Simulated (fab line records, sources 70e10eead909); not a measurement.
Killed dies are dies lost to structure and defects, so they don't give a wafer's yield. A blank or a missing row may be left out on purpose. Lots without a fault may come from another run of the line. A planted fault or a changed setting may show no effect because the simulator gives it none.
A struck lot beside a sound one | flow nand_harc | 14 steps out of a route of 1302
Sound: wafers L506.3, L506.5, L506.6. Struck: wafer L516.5. (L516.1, L516.4 of the same lot were not struck and are left out.) The cause comes at the end.
At each step with rows: each side's tool, then ch and its chambers, then its first start. Under that, the readings that differ: sound wafers | struck wafers | difference of the means | sigmas: that difference in standard deviations of wafers without a fault.
alike: readings whose means differ by less than 2 such deviations, and words and numbers that are the same on both sides. not compared: withheld readings, readings that some wafer has no value for, bounds like >300 that may hide the same value, and numbers for which the record gives no deviation and whose values overlap.
The two part at a step that has a row with sigmas, a row that says differs or no value, or rows on one side only. Numbers that don't overlap but have no deviation are shown without sigmas and don't part them. A reading that every wafer of one side lacks parts them only if that side has two wafers or more.

first, 4 steps without rows for these wafers: NHARC_A_M1_EBR_05; NHARC_A_M1_EXPOSE_06 (exposes mask A M1, target cd 120 nm); NHARC_A_M1_PEB_07 (peb time 65 s); NHARC_A_M1_DEVELOP_08 (develop time 35 s).
NHARC_A_M1_CD_MEAS_09: target cd 120 nm.
  sound on cd_sem-02 ch 0, day 24 01:36; struck on cd_sem-01 ch 0, day 27 22:12
  alike: cd_nm
NHARC_A_M1_OVL_MEAS_10: pitch 240 nm.
  sound on overlay-02, day 24 01:41; struck on overlay-01, day 27 22:17
  alike: overlay_x_nm, overlay_y_nm
NHARC_A_M1_INSPECT_11:
  sound on defect_inspect-01, day 24 01:43; struck on defect_inspect-01, day 27 22:20
  alike: raw_defect_count
NHARC_A_M1_DESCUM_14: chemistry O2, time 3 s.
  sound on rie_diel-13 ch 2,3, day 24 01:47; struck on rie_diel-13 ch 3, day 27 22:23
  reading                | sound                | struck | difference | sigmas
  oes_product_au (a.u.)  | 1.003 1.015 1.013    | 0.990  | -0.020     | -3
  throttle_valve_pct (%) | 11.330 11.307 11.320 | 11.299 | -0.020     | -2
  alike: drypump_motor_current_A, rf_vpp_V, showerhead_plenum_p_Torr
  not compared: rf_hours_counter_h
NHARC_A_M1_ETCH_35: etches the open film in N2/H2, target depth 40 nm, overetch 12 nm, time 43.94 s.
  sound on rie_diel-13 ch 1,2,3, day 24 01:53; struck on rie_diel-13 ch 3, day 27 22:29
  alike: bias_w, drypump_motor_current_A, oes_product_au, rf_vpp_V, showerhead_plenum_p_Torr, throttle_valve_pct
  not compared: rf_hours_counter_h
NHARC_A_M1_ETCH_15: etches the open film in C4F8/Ar, target depth 182.5 nm, time 91.2 s.
  sound on rie_diel-13 ch 0,1,2; struck on rie_diel-13 ch 2
  reading               | sound             | struck | difference | sigmas
  oes_product_au (a.u.) | 0.924 0.920 0.921 | 0.986  | +0.064     | +3
  alike: bias_w, rf_vpp_V
  not compared: rf_hours_counter_h
NHARC_A_M1_CD_MEAS_16:
  sound on cd_sem-02, day 24 02:05; struck on cd_sem-03, day 27 22:42
  alike: cd_nm
NHARC_A_M1_STRIP_18: strips in N2/H2.
  sound on rie_diel-07 ch 1,2,3, day 24 02:13; struck on rie_diel-09 ch 2, day 27 22:49
  alike: drypump_motor_current_A, oes_product_au, rf_vpp_V, showerhead_plenum_p_Torr, throttle_valve_pct
  not compared: rf_hours_counter_h
NHARC_A_M1_ETCH_28: etches the open film in CF4/N2, target depth 30 nm, time 72.99 s.
  sound on rie_diel-07 ch 2,3, day 24 02:24; struck on rie_diel-09 ch 0, day 27 23:01
  reading               | sound             | struck | difference | sigmas
  oes_product_au (a.u.) | 1.001 0.994 1.008 | 0.769  | -0.232     | -33
  alike: bias_w, drypump_motor_current_A, rf_vpp_V, showerhead_plenum_p_Torr, throttle_valve_pct
  not compared: rf_hours_counter_h
then, 1 step without rows for these wafers: NHARC_A_M1_STRIP_19 (strips in post etch residue remover, time 600 s).

WHERE THEY PART
First at NHARC_A_M1_DESCUM_14; last, within this record, at NHARC_A_M1_ETCH_28.

WHY: what the simulator had put in
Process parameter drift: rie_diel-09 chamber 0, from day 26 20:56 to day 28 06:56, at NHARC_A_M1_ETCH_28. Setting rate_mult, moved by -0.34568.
